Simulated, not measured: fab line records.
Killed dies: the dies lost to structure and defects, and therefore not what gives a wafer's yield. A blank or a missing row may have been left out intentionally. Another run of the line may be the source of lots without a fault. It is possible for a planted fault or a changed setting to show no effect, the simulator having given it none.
Comparing a struck lot with a sound one :: flow n5 finfet :: 42 out of 1938 route steps
Sound: these wafers, L450.1, L450.2, L450.3. Wafers L458.2, L458.3, L458.5 were the ones struck. The cause comes at the end.
At each step with rows: each side's tool, then ch and its chambers, then its first start. Under that, the readings that differ: sound wafers :: struck wafers :: difference of the means :: sigmas: that difference in standard deviations of wafers without a fault.
alike: a reading whose means differ by less than 2 such deviations, as well as words and numbers matching on both sides. not compared: withheld readings; readings where some wafer has no value; bounds like >300 that might hide an equal value; numbers whose values overlap and for which the record gives no deviation.
The two part at a step that has a row with sigmas, a row that says differs or no value, or rows on one side only. Non-overlapping numbers with no deviation appear without sigmas and do not part them. A reading missing from all wafers of one side parts the sides only when that side holds two or more wafers.

first, 12 steps without rows for these wafers: N5_SD_EPI_N_ETCH_35 (etches SOC in N2/H2, overetch 108 nm, time 486 s); N5_SD_EPI_N_STRIP_36 (strips in N2/H2); N5_SD_EPI_N_ETCHBACK_44 (etches SiNx in CH3F/O2, stops on SiO2, target depth 14.5 nm); N5_SD_EPI_N_ETCH_45 (etches SiOCN in CH3F/O2, target depth 6 nm); N5_SD_EPI_N_ETCH_16 (etches SiO2 in CHF3/O2, target depth 5 nm); N5_SD_EPI_N_STRIP_47 (strips in CHF3/O2); N5_SD_EPI_N_SD_RECESS_17 (chemistry HBr/Cl2/O2, target depth 41 nm, time 23.7 s, bt time 3 s); N5_SD_EPI_N_STRIP_38 (strips in N2/H2); N5_SD_EPI_N_WET_ETCH_43 (etches SiO2 in dHF, time 14 s, target depth 1.5 nm); N5_SD_EPI_N_STRIP_18 (strips in SPM, time 750 s); N5_SD_EPI_N_SRD_20 (time 30 s); N5_SD_EPI_N_PRECLEAN_48 (cleans in NF3:NH3, afs cycles 2, time 20 s, sublimation time 60 s).
N5_SD_EPI_N_VAPOR_ETCH_50: etches Si in HCl, time 54 s.
  sound on epi rpcvd-03 ch 0, day 3 01:46; struck on epi rpcvd-03 ch 0, day 5 18:56
  alike: susceptor temp C, throttle valve pct
then, 5 steps without rows for these wafers: N5_SD_EPI_N_EPI_21 (deposits Si:P, time 690 s); N5_SD_EPI_N_PRECLEAN_24 (cleans in O3/DIW, time 60 s); N5_SD_EPI_N_SRD_25 (time 30 s); N5_SD_EPI_N_PRECLEAN_49 (cleans in NF3:NH3, afs cycles 1, time 20 s, sublimation time 60 s); N5_SD_EPI_N_LINER_46 (material SiNx, target thk 3 nm).
N5_SD_EPI_N_INSPECT_26: inspects for defects (darkfield).
  sound on defect inspect-02 at day 3 04:13; struck on defect inspect-02 at day 5 21:24
reading: raw defect count
sound: 165 178 198
struck: 726 649 633
difference: +489
sigmas: +11
then, 8 steps without rows for these wafers: N5_SD_EPI_P_COAT_34 (time 60 s, resist thk 350 nm); N5_SD_EPI_P_COAT_35 (time 60 s, resist thk 35 nm); N5_SD_EPI_P_COAT_03 (resist thk 150 nm); N5_SD_EPI_P_EBR_05; N5_SD_EPI_P_SOFTBAKE_04 (time 60 s); N5_SD_EPI_P_EXPOSE_06 (exposes mask SD P BLK, target cd 240 nm); N5_SD_EPI_P_PEB_07 (peb time 60 s); N5_SD_EPI_P_DEVELOP_08 (develop time 30 s).
N5_SD_EPI_P_INSPECT_11: inspects for defects (macro).
  sound on defect inspect-02 at day 3 04:41; struck on defect inspect-01 at day 5 21:51
reading: raw defect count
sound: 4 5 1
struck: >300 >300 >300
difference: differs
sigmas: 
then, 11 steps without rows for these wafers: N5_SD_EPI_P_DESCUM_14 (chemistry O2, time 7.9 s); N5_SD_EPI_P_ETCH_36 (etches SiARC in CF4, target depth 45.5 nm, time 75.8 s); N5_SD_EPI_P_ETCH_37 (etches SOC in N2/H2, overetch 108 nm, time 486 s); N5_SD_EPI_P_STRIP_38 (strips in N2/H2); N5_SD_EPI_P_ETCHBACK_46 (etches SiNx in CH3F/O2, stops on SiO2, target depth 17.5 nm); N5_SD_EPI_P_ETCH_47 (etches SiOCN in CH3F/O2, target depth 25 nm); N5_SD_EPI_P_ETCH_16 (etches SiO2 in CHF3/O2, target depth 5 nm); N5_SD_EPI_P_STRIP_50 (strips in CHF3/O2); N5_SD_EPI_P_SD_RECESS_17 (chemistry HBr/Cl2/O2, target depth 39.1 nm, bt time 3 s); N5_SD_EPI_P_WET_ETCH_45 (etches SiO2 in dHF, time 10.7 s, target depth 2 nm, rinse time 30 s); N5_SD_EPI_P_STRIP_40 (strips in N2/H2).
N5_SD_EPI_P_INSPECT_26: inspects for defects (darkfield).
  sound on defect inspect-02 at day 3 08:59; struck on defect inspect-01 at day 6 02:38
reading: raw defect count
sound: 169 140 164
struck: 724 602 628
difference: +494
sigmas: +13
N5_SD_ACTIVATION_INSPECT_02: inspects for defects (darkfield).
  sound on defect inspect-02 at day 3 16:21; struck on defect inspect-01 at day 6 03:30
reading: raw defect count
sound: 166 145 181
struck: 749 608 643
difference: +503
sigmas: +13
-- a jump in the record: the struck wafers' starts before and after are 10 days apart (it breaks off in module SD_ACTIVATION and resumes in module PASSIVATION, where the first step shown is number 1936 of the route) --
N5_PASSIVATION_PROBE_49:
  record: rows for the struck wafers here (prober-01, day 15 17:32), none for the sound ones

WHERE THEY PART
Earliest at N5_SD_EPI_N_INSPECT_26; latest, in this record, at N5_PASSIVATION_PROBE_49.

WHY: whatever the simulator had introduced
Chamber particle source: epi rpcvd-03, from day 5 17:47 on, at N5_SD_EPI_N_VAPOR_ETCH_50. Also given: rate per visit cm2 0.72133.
